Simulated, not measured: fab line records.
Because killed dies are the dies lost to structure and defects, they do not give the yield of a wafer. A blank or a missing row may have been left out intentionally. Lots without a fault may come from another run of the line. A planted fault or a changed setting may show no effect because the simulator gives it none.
Problem report in the 8D (eight disciplines) form, filled by code	flow n5Finfet	the parts of the form that need people (team, actions taken, sign-off) are left out

== 1. THE ISSUE ==
At N5_BEOL_M4_COAT_73, spinSpeedRpm averages 1357.5 rpm over 9 wafers from 3 lots, while fault-free wafers read 1500.3 rpm, standard deviation 0.93. So: -99 or more standard deviations from the usual mean.
The step: time 60 s, resist thk 5 nm.
First observed at day 11 11:50: wafer L709.2, on lithoTrack-04. Wafers with a number at this step in the record: 15, from 5 lots. By rule, "out" or "out of limits" means more than 4 standard deviations away from the usual mean. The other wafers with a number count as sound.

== 2. WHAT IT IS AND WHAT IT IS NOT ==
question	is	is not
which readings at this step	spinSpeedRpm	-
which lots	L709, L712, L713	L698, L718
which wafers of those lots	all that have a number	-
read on which tools	lithoTrack-04	lithoTrack-01
when	from day 11 11:50	up to then (3 sound wafers); but 3 sound wafers of L718 came after

== 3. SUSPECTS, AND WHAT RULES EACH OUT ==
Counting: a tool stays on the suspect list if, at a process step up to the reading, it processed all lots that are out and no sound lot following the first of them.
- lithoTrack-04 at N5_BEOL_M4_COAT_73 (time 60 s, resist thk 5 nm): kept. It processed each lot that is out, first L709 at day 11 11:50, and no sound lot thereafter; up to then, the last sound lot it processed was L698 at day 8 03:22. Its own readings are out on those wafers: spinSpeedRpm.
Left after counting: lithoTrack-04 at N5_BEOL_M4_COAT_73.

== 4. THE CAUSE (what the simulator had put in) ==
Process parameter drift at N5_BEOL_M4_COAT_73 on lithoTrack-04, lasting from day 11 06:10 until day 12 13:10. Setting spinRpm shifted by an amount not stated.
Counting left only this tool.

== 5. THE CHAIN OF EFFECTS, in route order ==
Rows list readings where the struck wafers' mean (over those with a number) sits beyond 3 standard deviations from the usual. Only readings for which the record gives a usual standard deviation are gone through. hours: the time from each lot's start at the first step in this table that gives one to its start at this step, as a median over the lots. sigmas: the change in usual standard deviations.
hours	step	reading	usual	on struck wafers	change	sigmas
0	N5_BEOL_M4_COAT_73	spinSpeedRpm	1500.3 rpm	1357.5	-142.8	-99 or more
It contains these process steps:
- N5_BEOL_M4_COAT_73: time 60 s, resist thk 5 nm.
Later steps that measure or inspect, where all struck wafers having a row at the step show a number for every such reading and not one has moved that far: N5_BEOL_M4_RC_MEAS_101.

== 6. HOW IT WOULD HAVE BEEN CAUGHT EARLIER ==
The fault began at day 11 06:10; the first out-of-limits reading in this record came at day 11 11:50, 6 hours later.
